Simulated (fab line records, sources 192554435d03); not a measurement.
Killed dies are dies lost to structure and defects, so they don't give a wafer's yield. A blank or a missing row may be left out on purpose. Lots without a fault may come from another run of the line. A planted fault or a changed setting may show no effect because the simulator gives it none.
A struck lot beside a sound one | flow n5_finfet | 16 steps out of a route of 1938
Sound: wafers L561.4, L561.5, L561.6. Struck: wafers L546.2, L546.4, L546.6. The cause comes at the end.
At each step with rows: each side's tool, then ch and its chambers, then its first start. Under that, the readings that differ: sound wafers | struck wafers | difference of the means | sigmas: that difference in standard deviations of wafers without a fault.
alike: readings whose means differ by less than 2 such deviations, and words and numbers that are the same on both sides. not compared: withheld readings, readings that some wafer has no value for, bounds like >300 that may hide the same value, and numbers for which the record gives no deviation and whose values overlap.
The two part at a step that has a row with sigmas, a row that says differs or no value, or rows on one side only. Numbers that don't overlap but have no deviation are shown without sigmas and don't part them. A reading that every wafer of one side lacks parts them only if that side has two wafers or more.

first, 2 steps without rows for these wafers: N5_STI_FIN_REVEAL_STRIP_35 (strips Si3N4 in H3PO4, target depth 4 nm, time 39 s); N5_STI_FIN_REVEAL_SRD_21 (time 30 s).
N5_STI_FIN_REVEAL_OXIDATION_33: chemistry O2 PLASMA REMOTE, time 20 s.
  sound on plasma_asher-01 ch 0,1, day 7 13:49; struck on plasma_asher-01 ch 0,1, day 3 19:10
  alike: drypump_motor_current_A, heater_power_w, o2_flow_sccm
  not compared: rf_hours_counter_h
then, 2 steps without rows for these wafers: N5_STI_FIN_REVEAL_CLEAN_19 (cleans in O3/DIW, time 120 s); N5_STI_FIN_REVEAL_SRD_23 (time 30 s).
N5_STI_FIN_REVEAL_CD_MEAS_22: target cd 6.238 nm, pitch 28 nm.
  sound on cd_sem-01, day 7 13:58; struck on cd_sem-02, day 3 19:20
  alike: cd_nm
N5_STI_FIN_REVEAL_FIN_H_MEAS_10:
  sound on ocd-01, day 7 14:00; struck on ocd-01, day 3 19:22
  alike: trench_depth_nm
then, 2 steps without rows for these wafers: N5_STI_FIN_REVEAL_PRECLEAN_18 (cleans in SC2, time 45 s); N5_STI_FIN_REVEAL_SRD_28 (time 30 s).
N5_STI_FIN_REVEAL_INSPECT_13: inspects for defects (darkfield).
  sound on defect_inspect-01, day 7 14:05; struck on defect_inspect-01, day 3 19:27
  alike: raw_defect_count
then, 2 steps without rows for these wafers: N5_DUMMY_GATE_PRECLEAN_00 (cleans in O3/DIW, time 60 s); N5_DUMMY_GATE_SRD_01 (time 30 s).
N5_DUMMY_GATE_ALD_02: deposits SiO2, target thk 2 nm, pulse time 1 s.
  sound on ald_sin-02 ch 0,2,3, day 7 14:53; struck on ald_sin-03 ch 0,1, day 3 20:35
  reading              | sound                | struck               | difference | sigmas
  susceptor_temp_C (C) | 299.87 299.90 300.17 | 291.12 290.97 291.09 | -8.92      | -50
  alike: chamber_pressure_Torr, heater_power_w, precursor_pulse_height_rel
then, 1 step without rows for these wafers: N5_DUMMY_GATE_CVD_03 (deposits a-Si from SiH4, target thk 150 nm, time 8042 s).
-- the record jumps here: 5 days lie between the struck wafers' starts before and after (it left off in module DUMMY_GATE and takes up again in module BEOL_M4, whose first step shown is number 1111 of the route) --
N5_BEOL_M4_RC_MEAS_101:
  sound on prober-01 ch 0, day 12 19:50; struck on prober-02 ch 0, day 9 07:52
  alike: DIBL_N, DIBL_P, IOFF_N, IOFF_P, ION_N, ION_P, SS_N, SS_P, VT_N, VT_P
-- the record jumps here: 4 days lie between the struck wafers' starts before and after (it left off in module BEOL_M4 and takes up again in module PASSIVATION, whose first step shown is number 1936 of the route) --
N5_PASSIVATION_PROBE_49:
  the record has rows for the struck wafers here (prober-01, day 13 10:46) and none for the sound ones

WHERE THEY PART
First at N5_DUMMY_GATE_ALD_02; last, within this record, at N5_PASSIVATION_PROBE_49.

WHY: what the simulator had put in
Process parameter drift: ald_sin-03, from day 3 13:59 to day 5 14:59, at N5_DUMMY_GATE_ALD_02. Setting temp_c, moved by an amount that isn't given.
